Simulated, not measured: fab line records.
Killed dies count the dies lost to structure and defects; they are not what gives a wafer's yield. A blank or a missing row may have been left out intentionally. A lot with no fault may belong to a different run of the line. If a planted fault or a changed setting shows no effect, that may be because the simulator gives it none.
Split-lot experiment	flow n5Finfet	on a route of 1938 steps: 7 lots, 39 wafers read

## THE SPLIT
At N5_GATE_CUT_EXPOSE_10 (exposes mask GATE CUT, target cd 20 nm), the setting doseMj was moved away from the recipe's 43.25 on 12 of the 39 wafers read, by -7.1% to +7.9%. This setting was run at the recipe's value on the other wafers.

## FROM THE SPLIT TO THE READING: what the file shows between them, 2 steps
- N5_GATE_CUT_PEB_11: peb time 60 s
- N5_GATE_CUT_DEVELOP_12: develop time 30 s

## THE READING
cdNm at N5_GATE_CUT_CD_MEAS_13, given in nm (cd target 20 nm). Typical for fault-free wafers on this fab line: 19.96 nm, with standard deviation 0.28 nm.

wafer	tool, chamber at the split	doseMj as run	against the recipe	cdNm, nm	against lot-mates on the recipe
L078.1	euvScanner-01, 0	40.18	-7.1%	18.16	-1.83
L078.2	euvScanner-01, 0	40.18	-7.1%	18.40	-1.59
L078.3	euvScanner-01, 0	43.25	recipe	19.75	-
L078.4	euvScanner-01, 0	40.18	-7.1%	18.39	-1.60
L078.5	euvScanner-01, 0	43.25	recipe	20.22	-
L078.6	euvScanner-01, 0	43.25	recipe	20.00	-
L080.1	euvScanner-01, 0	43.25	recipe	19.90	-
L080.2	euvScanner-01, 0	43.25	recipe	19.95	-
L080.3	euvScanner-01, 0	43.25	recipe	19.48	-
L080.4	euvScanner-01, 0	43.25	recipe	19.25	-
L080.5	euvScanner-01, 0	43.25	recipe	19.55	-
L080.6	euvScanner-01, 0	43.25	recipe	20.17	-
L081.1	euvScanner-01, 0	43.25	recipe	20.04	-
L081.2	euvScanner-01, 0	43.25	recipe	19.58	-
L081.3	euvScanner-01, 0	43.25	recipe	19.82	-
L081.4	euvScanner-01, 0	43.25	recipe	19.64	-
L081.5	euvScanner-01, 0	43.25	recipe	19.53	-
L081.6	euvScanner-01, 0	43.25	recipe	20.22	-
L083.1	euvScanner-02, 0	43.25	recipe	20.34	-
L083.2	euvScanner-02, 0	41.44	-4.2%	18.96	-1.23
L083.3	euvScanner-02, 0	43.25	recipe	19.97	-
L083.4	euvScanner-02, 0	41.44	-4.2%	19.67	-0.52
L083.5	euvScanner-02, 0	41.44	-4.2%	18.82	-1.37
L083.6	euvScanner-02, 0	43.25	recipe	20.27	-
L088.1	euvScanner-02, 0	43.25	recipe	19.92	-
L088.3	euvScanner-02, 0	43.25	recipe	19.66	-
L088.4	euvScanner-02, 0	43.25	recipe	19.69	-
L089.1	euvScanner-01, 0	46.66	+7.9%	21.23	+1.45
L089.2	euvScanner-01, 0	46.66	+7.9%	21.60	+1.82
L089.3	euvScanner-01, 0	43.25	recipe	19.65	-
L089.4	euvScanner-01, 0	46.66	+7.9%	21.31	+1.53
L089.5	euvScanner-01, 0	43.25	recipe	19.95	-
L089.6	euvScanner-01, 0	43.25	recipe	19.73	-
L092.1	euvScanner-01, 0	44.26	+2.3%	20.38	+0.53
L092.2	euvScanner-01, 0	44.26	+2.3%	20.33	+0.48
L092.3	euvScanner-01, 0	44.26	+2.3%	20.52	+0.67
L092.4	euvScanner-01, 0	43.25	recipe	19.79	-
L092.5	euvScanner-01, 0	43.25	recipe	19.69	-
L092.6	euvScanner-01, 0	43.25	recipe	20.06	-

FIT RESULTS
A straight line over all 39 wafers: cdNm changes by +0.201 nm for each +1% of doseMj; r = +0.93; the points scatter about the line by 0.26 nm.
The same after taking each lot's own level away (the mean of its wafers on the recipe; 39 wafers): +0.223 nm for each +1%; r = +0.95; scatter 0.23 nm.
On that fit, the largest move of doseMj shifts the reading by 1.8 nm.
The lots' own levels span 19.717 to 20.193 nm, that is 1.7 times the standard deviation above.
Consequently the slope shifts little with the lot-to-lot level, the two slopes agreeing.
Check: +1.79 nm against its lot-mates is what the line predicts for one of the wafers moved furthest among these (+7.9%) when that wafer is left out of the fit. It came out at +1.45 nm against them.

## THE OTHER SPLITS THESE WAFERS WENT THROUGH
These wafers also went through other splits before the reading. Each is held against what the fit with the lots' levels taken away leaves over:
other split on the same wafers	wafers away from the commonest value	r with cdNm (lot level and that fit taken away)
N5_DUMMY_GATE_HM_DEP_06 timeS	30	+0.00
N5_DUMMY_GATE_ETCH_31 targetDepthA	15	+0.05
N5_HKMG_FIN_EXPOSE_46 doseMj	9	-0.14
N5_GATE_CUT_ETCH_58 biasW	12	-0.11

## THE WHOLE CHAIN: every reading that the file lists as answering this split, in the file's order
step	what it does	reading	change (the file's fit)	r (the file's)
N5_GATE_CUT_CD_MEAS_13	target cd 20 nm	cdNm	+0.223 nm for each +1% of the setting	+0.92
N5_GATE_CUT_DESCUM_18	chemistry O2, time 7 s	GATE_CUT.cdNm (the simulator's own value, which no gauge read)	+0.235 nm for each +1% of the setting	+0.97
N5_GATE_CUT_ETCH_37	etches SOC in N2/H2, target depth 60 nm, overetch 12 nm, time 90 s	GATE_CUT.cdNm (the simulator's own value, which no gauge read)	+0.236 nm for each +1% of the setting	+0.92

## FILE'S OWN FIT
cdNm changes by +0.223 nm for each +1% of doseMj, r = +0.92.
